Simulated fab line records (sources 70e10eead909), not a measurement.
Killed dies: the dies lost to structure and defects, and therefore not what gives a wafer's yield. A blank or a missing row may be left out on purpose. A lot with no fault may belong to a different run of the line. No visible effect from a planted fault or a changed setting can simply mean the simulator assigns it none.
fab line records    flow nand_harc
record lots=12  wafers=36  last_day=33
route steps=1302 shown THIN_TSV@1267 END@1302
lots that met no fault: taken from a fault-free run of the same line
start_h: the number of hours between the record's first day and the start of the first shown wafer of the lot    wait_h: time in hours since the lot's previous step    " identical to the entry in the row above    L1.1+2: several wafers, shown together as one row    - value missing, or start not given    * or withheld: withheld    < > ~ a bound
route shown NAME@n: NAME is a module with steps in the file, n the number in the route of the first one    usual: mean and standard deviation over wafers with no fault    same: alike in all rows    chamber/n: place in a boat    sites: the reading at each site    _std_site: standard deviation across them    _edge_site: outer sites' mean less inner sites'    radius_mm: how far each site lies from the wafer's centre    mask NAME#n: copy n    behind: tool/chamber where the wafer was last shaped    hold: what put the lot on hold/how long, in hours/how the hold closed    device: names the non-switching transistor (n, p or np)    end of line: the route-end tests of the same wafers    where a step has no rows: the recipe by itself    killed: not the wafer's yield, but the dies lost to structure and defects at the first sort    map: the dies of a wafer, with x for killed, . for not killed, _ for no die there
set.NAME: the setting that was run; set.NAME@STEP: the one run at that earlier step    model.NAME: the simulator's own value behind a step, which no gauge read
route steps across a sampled set of lots; one table per step, one row per wafer
services: from which hour (start_h, from the record's first day; less than 0 if before it) a tool's chamber was out of use, for how many hours, and why
## steps
# step NHARC_THIN_TSV_DEP_47
# recipe target_thk_a=2000  temp_c=withheld  pressure_torr=6.5  rf_w=900  teos_flow_sccm=161.4  flow_sccm=2650  target_thk_nm=200  gas=O2  material=SiO2
# usual chamber_pressure_Torr=6.499/0.014  throttle_valve_pct=16.1/0.44
lot.wafer  tool      chamber  start_h  wait_h  chamber_pressure_Torr  throttle_valve_pct
L304.3     pecvd-01  2        568.50   -       6.503                  15.3
L304.2     "         0        "        "       6.480                  16.1
L304.6     "         2        "        "       6.490                  15.4
L305.3     pecvd-03  2        570.74   -       6.517                  16.2
L305.2     "         1        "        "       6.476                  16.1
L305.5     "         1        "        "       6.466                  15.8
L310.2     pecvd-04  0        605.78   -       6.491                  16.2
L310.1     "         1        "        "       6.507                  15.8
L310.4     "         0        "        "       6.505                  15.9
L312.2     pecvd-01  2        631.12   -       6.505                  15.5
L312.6     "         2        "        "       6.512                  15.6
L312.4     "         1        "        "       6.473                  16.8
L316.2     pecvd-04  0        643.39   -       6.474                  16.3
L316.6     "         2        "        "       6.485                  16.0
L316.5     "         1        "        "       6.488                  15.9
L315.2     pecvd-04  1        656.87   -       6.478                  16.0
L315.6     "         2        "        "       6.472                  15.7
L315.5     "         0        "        "       6.488                  16.3
L320.3     pecvd-03  2        715.37   -       6.486                  16.3
L320.6     "         2        "        "       6.520                  16.4
L320.4     "         0        "        "       6.507                  17.0
L322.1     pecvd-04  0        729.18   -       6.484                  16.2
L322.4     "         1        "        "       6.491                  15.7
L322.6     "         2        "        "       6.516                  15.7
L323.2     pecvd-04  0        730.46   -       6.507                  16.4
L323.1     "         1        "        "       6.506                  15.7
L323.6     "         2        "        "       6.504                  15.9
L321.3     pecvd-01  0        731.63   -       6.516                  16.1
L321.1     "         1        "        "       6.514                  16.4
L321.6     "         1        "        "       6.488                  16.5
L327.3     pecvd-03  0        780.98   -       6.510                  16.8
L327.1     "         2        "        "       6.498                  16.5
L327.6     "         1        "        "       6.516                  16.1
L326.3     pecvd-03  2        782.07   -       6.511                  16.6
L326.2     "         0        "        "       6.488                  16.9
L326.4     "         0        "        "       6.497                  16.6
# step NHARC_THIN_TSV_PRE_CLEAN_50
# recipe time_s=30  temp_c=280  gas=H2/He
# usual heater_power_w=406/47  susceptor_temp_C=280.01/0.19
# same time_s=30
lot.wafer  tool            chamber  start_h  wait_h  heater_power_w  susceptor_temp_C
L304.3     pvd_sputter-02  -        -        -       306             -
L304.2     "               -        "        "       366             -
L304.6     "               -        "        "       305             -
L305.2     pvd_sputter-01  -        -        -       414             279.79
L305.3     "               -        "        "       426             280.27
L305.5     "               -        "        "       423             280.08
L310.4     pvd_sputter-02  -        -        -       312             279.92
L310.2     "               -        "        "       385             280.53
L310.1     "               -        "        "       413             279.91
L312.2     pvd_sputter-02  -        -        -       416             280.13
L312.4     "               -        "        "       384             279.69
L312.6     "               -        "        "       370             280.01
L316.2     pvd_sputter-03  -        -        -       488             279.89
L316.5     "               -        "        "       438             279.88
L316.6     "               -        "        "       379             279.83
L315.2     pvd_sputter-02  -        -        -       312             279.97
L315.5     "               -        "        "       366             279.66
L315.6     "               -        "        "       310             280.02
L320.4     pvd_sputter-02  -        -        -       311             279.95
L320.3     "               -        "        "       377             279.86
L320.6     "               -        "        "       440             280.30
L322.4     pvd_sputter-01  -        -        -       362             280.11
L322.1     "               -        "        "       421             280.13
L322.6     "               -        "        "       422             279.82
L323.2     pvd_sputter-02  -        -        -       437             279.80
L323.1     "               -        "        "       312             280.09
L323.6     "               -        "        "       367             279.92
L321.3     pvd_sputter-01  -        -        -       417             -
L321.1     "               -        "        "       420             -
L321.6     "               -        "        "       422             -
L327.3     pvd_sputter-02  -        -        -       373             279.82
L327.1     "               -        "        "       435             279.94
L327.6     "               -        "        "       427             279.87
L326.4     pvd_sputter-03  -        -        -       410             280.09
L326.2     "               -        "        "       476             280.29
L326.3     "               -        "        "       403             280.10
# step NHARC_THIN_TSV_CD_MEAS_33
# recipe target_cd_nm=5000  landing_energy_ev=500
# usual cd_nm=4999.9/1.6
lot.wafer  tool       chamber  start_h  wait_h  cd_nm
L304.2     cd_sem-01  0        572.90   -       4997.1
L304.3     "          0        "        "       4997.9
L304.6     "          0        "        "       4997.2
L305.2     cd_sem-03  0        574.79   -       5000.6
L305.3     "          0        "        "       4999.7
L305.5     "          0        "        "       4999.6
L310.1     cd_sem-02  0        614.18   -       5000.4
L310.2     "          0        "        "       5000.4
L310.4     "          0        "        "       5001.8
L312.2     cd_sem-02  0        635.26   -       5000.3
L312.4     "          0        "        "       5000.8
L312.6     "          0        "        "       4997.5
L316.2     cd_sem-01  0        647.42   -       4999.4
L316.5     "          0        "        "       4999.2
L316.6     "          0        "        "       4998.5
L315.2     cd_sem-01  0        661.02   -       4997.3
L315.5     "          0        "        "       4997.9
L315.6     "          0        "        "       4999.4
L320.3     cd_sem-01  0        719.55   -       4997.3
L320.4     "          0        "        "       4998.3
L320.6     "          0        "        "       4999.4
L322.1     cd_sem-02  0        733.16   -       5000.6
L322.4     "          0        "        "       5000.6
L322.6     "          0        "        "       5001.1
L323.1     cd_sem-01  0        734.45   -       5001.4
L323.2     "          0        "        "       5001.2
L323.6     "          0        "        "       5000.0
L321.1     cd_sem-02  0        735.51   -       5001.9
L321.3     "          0        "        "       5000.7
L321.6     "          0        "        "       5001.7
L327.1     cd_sem-01  0        785.10   -       4999.9
L327.3     "          0        "        "       4999.5
L327.6     "          0        "        "       4999.8
L326.2     cd_sem-01  0        786.09   -       4999.3
L326.3     "          0        "        "       4997.7
L326.4     "          0        "        "       4998.3
# step NHARC_THIN_TSV_ETCH_59
# recipe target_depth_a=8800  icp_w=900  bias_w=100  Cl2_flow_sccm=60  bcl3_flow_sccm=30  time_s=138.1  chemistry=Cl2/BCl3
# usual chamber_pressure_mTorr=10.001/0.0094  drypump_motor_current_A=6.0/0.47  oes_product_au=1.001/0.0064  throttle_valve_pct=22.264/0.0092
# same time_s=138.1
lot.wafer  tool          chamber  start_h  wait_h  chamber_pressure_mTorr  drypump_motor_current_A  oes_product_au  rf_hours_counter_h  throttle_valve_pct
L304.2     rie_metal-02  0        573.21   0.1     9.996                   6.5                      1.018           1.4                 22.254
L304.3     "             1        "        "       10.005                  5.6                      1.002           -                   22.284
L304.6     "             1        "        "       10.003                  5.5                      1.003           -                   22.253
L305.2     rie_metal-02  1        575.14   0.2     10.003                  5.5                      0.990           1.6                 22.268
L305.3     "             0        "        "       10.006                  6.5                      1.008           -                   22.276
L305.5     "             0        "        "       10.011                  6.6                      1.001           -                   22.251
L310.1     rie_metal-01  0        614.47   0.1     9.999                   6.1                      1.004           0.5                 22.258
L310.2     "             1        "        "       9.997                   6.3                      1.008           0.5                 22.266
L310.4     "             0        "        "       10.001                  6.2                      0.996           -                   22.251
L312.2     rie_metal-01  1        635.57   0.1     10.009                  6.3                      1.005           0.9                 22.257
L312.4     "             0        "        "       9.977                   6.1                      1.011           -                   22.265
L312.6     "             1        "        "       9.998                   6.3                      1.007           -                   22.244
L316.2     rie_metal-01  0        647.74   0.1     9.996                   6.1                      1.275           1.2                 22.273
L316.6     "             1        "        "       10.013                  6.3                      1.261           -                   22.263
L316.5     "             0        "        "       10.001                  6.1                      1.278           -                   22.257
L315.2     rie_metal-01  0        661.34   0.1     10.006                  6.1                      1.264           1.6                 22.266
L315.5     "             0        "        "       10.006                  6.2                      1.260           -                   22.277
L315.6     "             1        "        "       9.987                   6.4                      1.259           -                   22.271
L320.4     rie_metal-03  0        719.91   0.2     10.019                  5.1                      1.000           -                   22.278
L320.3     "             1        "        "       9.990                   6.1                      1.000           -                   22.261
L320.6     "             1        "        "       10.003                  6.0                      0.993           -                   22.266
L322.1     rie_metal-03  1        733.45   0.1     9.998                   6.1                      1.002           0.5                 22.257
L322.4     "             1        "        "       10.003                  6.0                      1.006           -                   22.251
L322.6     "             0        "        "       10.010                  5.1                      1.001           -                   22.260
L323.1     rie_metal-01  0        734.74   0.1     10.001                  6.2                      1.008           2.6                 22.273
L323.2     "             1        "        "       9.980                   6.3                      1.008           2.6                 22.265
L323.6     "             0        "        "       10.009                  6.1                      1.000           -                   22.265
L321.1     rie_metal-02  1        735.81   0.1     10.006                  5.5                      0.997           1.6                 22.261
L321.3     "             1        "        "       9.982                   5.5                      0.991           -                   22.274
L321.6     "             1        "        "       9.985                   5.5                      0.996           -                   22.256
L327.1     rie_metal-03  0        785.43   0.2     9.994                   5.1                      1.006           1.5                 22.272
L327.3     "             0        "        "       9.990                   5.1                      1.005           -                   22.255
L327.6     "             1        "        "       9.988                   6.1                      1.010           -                   22.270
L326.2     rie_metal-01  1        786.38   0.1     10.001                  6.3                      0.991           0.3                 22.266
L326.4     "             1        "        "       9.991                   6.3                      1.005           -                   22.261
L326.3     "             0        "        "       10.018                  6.1                      0.998           -                   22.273
# step NHARC_THIN_TSV_CD_MEAS_37
# usual cd_nm=4999.5/2.2
lot.wafer  tool       chamber  start_h  wait_h  cd_nm
L304.2     cd_sem-01  -        574.37   -       4995.4
L304.3     "          -        "        "       4998.4
L304.6     "          -        "        "       4996.5
L305.2     cd_sem-02  -        576.27   -       5001.7
L305.3     "          -        "        "       4999.6
L305.5     "          -        "        "       5001.1
L310.1     cd_sem-01  -        615.61   -       4997.2
L310.2     "          -        "        "       4998.6
L310.4     "          -        "        "       4997.4
L312.2     cd_sem-02  -        636.69   -       5000.2
L312.4     "          -        "        "       4998.9
L312.6     "          -        "        "       4997.2
L316.2     cd_sem-02  -        648.86   -       4983.6
L316.5     "          -        "        "       4983.2
L316.6     "          -        "        "       4984.2
L315.2     cd_sem-03  -        662.50   -       4982.4
L315.5     "          -        "        "       4983.4
L315.6     "          -        "        "       4984.3
L320.3     cd_sem-03  -        721.01   -       4995.5
L320.4     "          -        "        "       4999.3
L320.6     "          -        "        "       4997.9
L322.1     cd_sem-02  -        734.60   -       4998.8
L322.4     "          -        "        "       4998.6
L322.6     "          -        "        "       4997.5
L323.1     cd_sem-02  -        735.88   -       5000.2
L323.2     "          -        "        "       5000.0
L323.6     "          -        "        "       5000.9
L321.1     cd_sem-01  -        736.95   -       5001.6
L321.3     "          -        "        "       5001.4
L321.6     "          -        "        "       5004.7
L327.1     cd_sem-02  -        788.56   -       4999.7
L327.3     "          -        "        "       4999.7
L327.6     "          -        "        "       5001.1
L326.2     cd_sem-01  -        788.84   -       4999.9
L326.3     "          -        "        "       4996.0
L326.4     "          -        "        "       5000.2
# step NHARC_END_SORT_01
# recipe temp_c=25
# usual defect_limited_yield=90/3.3  killed_at_array=61/22  killed_at_other=0.8/1  killed_at_periphery=3.8/2.3  killed_dies=66/22  killed_open=3.2/1.9  killed_short=2.8/1.8
# same gross_dies=677
lot.wafer  tool       chamber  start_h  wait_h  defect_limited_yield[%]  killed_at_array  killed_at_other  killed_at_periphery  killed_dies  killed_open  killed_short
L312.2     prober-01  0        645.05   2.8     87                       83               1                2                    86           0            0
L312.4     prober-01  0        646.67   3.4     81                       120              1                7                    128          3            3
L312.6     prober-01  0        648.29   4.0     86                       94               0                4                    98           0            2
L316.2     prober-02  0        658.86   2.8     90                       68               0                2                    70           3            4
L316.5     prober-02  0        661.28   3.7     94                       39               0                2                    41           2            2
L316.6     prober-02  0        662.08   4.0     92                       55               1                1                    57           2            2
L322.1     prober-02  0        742.60   2.5     96                       28               0                2                    30           1            1
L322.4     prober-02  0        744.97   3.4     94                       28               4                7                    39           3            1
L322.6     prober-02  0        746.54   3.9     95                       28               0                3                    31           3            3
# killed by level:class
L312.2 A_CHANNEL_HOLE_D1:chamber_film_flake=37 A_CHANNEL_HOLE_D2:chamber_film_flake=19 A_SLIT:chamber_film_flake=18 A_STAIRCASE:chamber_film_flake=3 A_CHANNEL_FILL_D2:chamber_film_flake=2 A_CONTACT:chamber_film_flake=2 P_ZERO_WELL:chamber_film_flake=1 P_GATE:chamber_film_flake=1
L312.4 A_CHANNEL_HOLE_D2:chamber_film_flake=40 A_SLIT:chamber_film_flake=39 A_CHANNEL_HOLE_D1:chamber_film_flake=32 P_ZERO_WELL:chamber_film_flake=4 P_GATE:geometric_particle:short=1 A_ONON_D1:geometric_particle:short=1 A_CHANNEL_HOLE_D2:geometric_particle:short=1 A_CHANNEL_HOLE_D2:geometric_particle:open=1
L312.6 A_SLIT:chamber_film_flake=33 A_CHANNEL_HOLE_D2:chamber_film_flake=28 A_CHANNEL_HOLE_D1:chamber_film_flake=24 P_GATE:chamber_film_flake=2 P_M0:chamber_film_flake=2 A_DECK1_JOINT:chamber_film_flake=2 A_CONTACT:chamber_film_flake=2 A_BONDPAD:chamber_film_flake=2
L316.2 A_SLIT:chamber_film_flake=38 A_CONTACT:chamber_film_flake=6 A_ZERO_WELL:chamber_film_flake=5 A_CHANNEL_HOLE_D1:chamber_film_flake=4 P_ZERO_WELL:chamber_film_flake=2 A_CHANNEL_HOLE_D2:chamber_film_flake=2 A_M1:chamber_film_flake=2 A_CHANNEL_FILL_D1:geometric_particle:short=1
L316.5 A_SLIT:chamber_film_flake=20 A_CHANNEL_HOLE_D1:chamber_film_flake=4 A_CONTACT:chamber_film_flake=4 P_CONTACT:chamber_film_flake=2 A_CHANNEL_FILL_D2:chamber_film_flake=2 A_M1:chamber_film_flake=2 A_CHANNEL_FILL_D1:geometric_particle:short=1 A_ONON_D2:geometric_particle:short=1
L316.6 A_SLIT:chamber_film_flake=34 A_CHANNEL_HOLE_D1:chamber_film_flake=5 A_CHANNEL_FILL_D2:chamber_film_flake=3 A_CONTACT:chamber_film_flake=3 A_ZERO_WELL:chamber_film_flake=2 A_ONON_D2:geometric_particle:short=1 A_M0:geometric_particle:open=1 A_M0:geometric_particle:short=1
L322.1 A_CHANNEL_HOLE_D1:chamber_film_flake=10 A_CONTACT:chamber_film_flake=9 A_SLIT:chamber_film_flake=5 P_M2:chamber_film_flake=2 A_CHANNEL_HOLE_D1:geometric_particle:open=1 A_SGD_CUT:geometric_particle:short=1 A_STAIRCASE:chamber_film_flake=1 A_WL_FILL:chamber_film_flake=1
L322.4 A_CONTACT:chamber_film_flake=10 A_CHANNEL_HOLE_D1:chamber_film_flake=8 A_SLIT:chamber_film_flake=8 THIN_TSV:chamber_film_flake=4 P_M2:chamber_film_flake=3 P_CONTACT:geometric_particle:open=2 P_M0:geometric_particle:short=1 A_CONTACT:geometric_particle:open=1
L322.6 A_CHANNEL_HOLE_D1:chamber_film_flake=8 A_CONTACT:chamber_film_flake=7 A_SLIT:chamber_film_flake=4 P_M2:chamber_film_flake=3 A_CHANNEL_FILL_D2:geometric_particle:short=2 A_M0:geometric_particle:open=2 A_ONON_D1:geometric_particle:short=1 A_CHANNEL_FILL_D2:geometric_particle:open=1
## services
tool            chamber  start_h  hours  kind
rie_metal-02    0        546.86   9.8    repair
pecvd-03        -        547.00   13.0   pm
rie_metal-01    -        575.00   9.0    pm
pvd_sputter-01  -        582.04   10.0   pm
rie_metal-02    0        582.52   21.5   repair
pvd_sputter-02  -        587.36   6.5    repair
pecvd-04        2        598.35   15.3   repair
pecvd-03        -        598.92   0.6    repair
pecvd-04        0        599.22   4.9    repair
pvd_sputter-02  -        626.81   1.1    repair
rie_metal-02    -        631.00   9.0    pm
pvd_sputter-02  -        638.10   10.0   pm
pvd_sputter-02  -        648.14   0.6    repair
pecvd-04        -        660.05   0.6    repair
pecvd-04        -        671.23   13.0   pm
pecvd-01        -        673.48   13.0   pm
pvd_sputter-02  -        693.56   4.2    repair
pecvd-04        0        693.89   2.6    repair
rie_metal-03    -        696.00   9.0    pm
pecvd-04        -        697.56   0.3    repair
pecvd-03        -        728.00   13.0   pm
rie_metal-01    -        752.00   9.0    pm
pvd_sputter-01  -        760.04   10.0   pm
rie_metal-03    1        774.23   8.2    repair
## key
first_sign step=NHARC_THIN_TSV_ETCH_59  reading=oes_product_au  direction=up  sigmas=41  usual=1.001  struck=1.266
effect step=NHARC_THIN_TSV_CD_MEAS_37  reading=cd_nm  direction=down  sigmas=7.3  usual=4999.5  struck=4983.5
met_at NHARC_THIN_TSV_ETCH_59
struck_lots L315,L316
not_acting_at NHARC_THIN_TSV_DEP_47,NHARC_THIN_TSV_PRE_CLEAN_50,NHARC_THIN_TSV_CD_MEAS_33
onset_between 635.57 647.74
fault kind=process_parameter_drift  tool=rie_metal-01  chamber=-  onset_h=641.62  steps=NHARC_THIN_TSV_ETCH_59  channel=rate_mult  offset=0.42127  shape=step  end_h=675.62
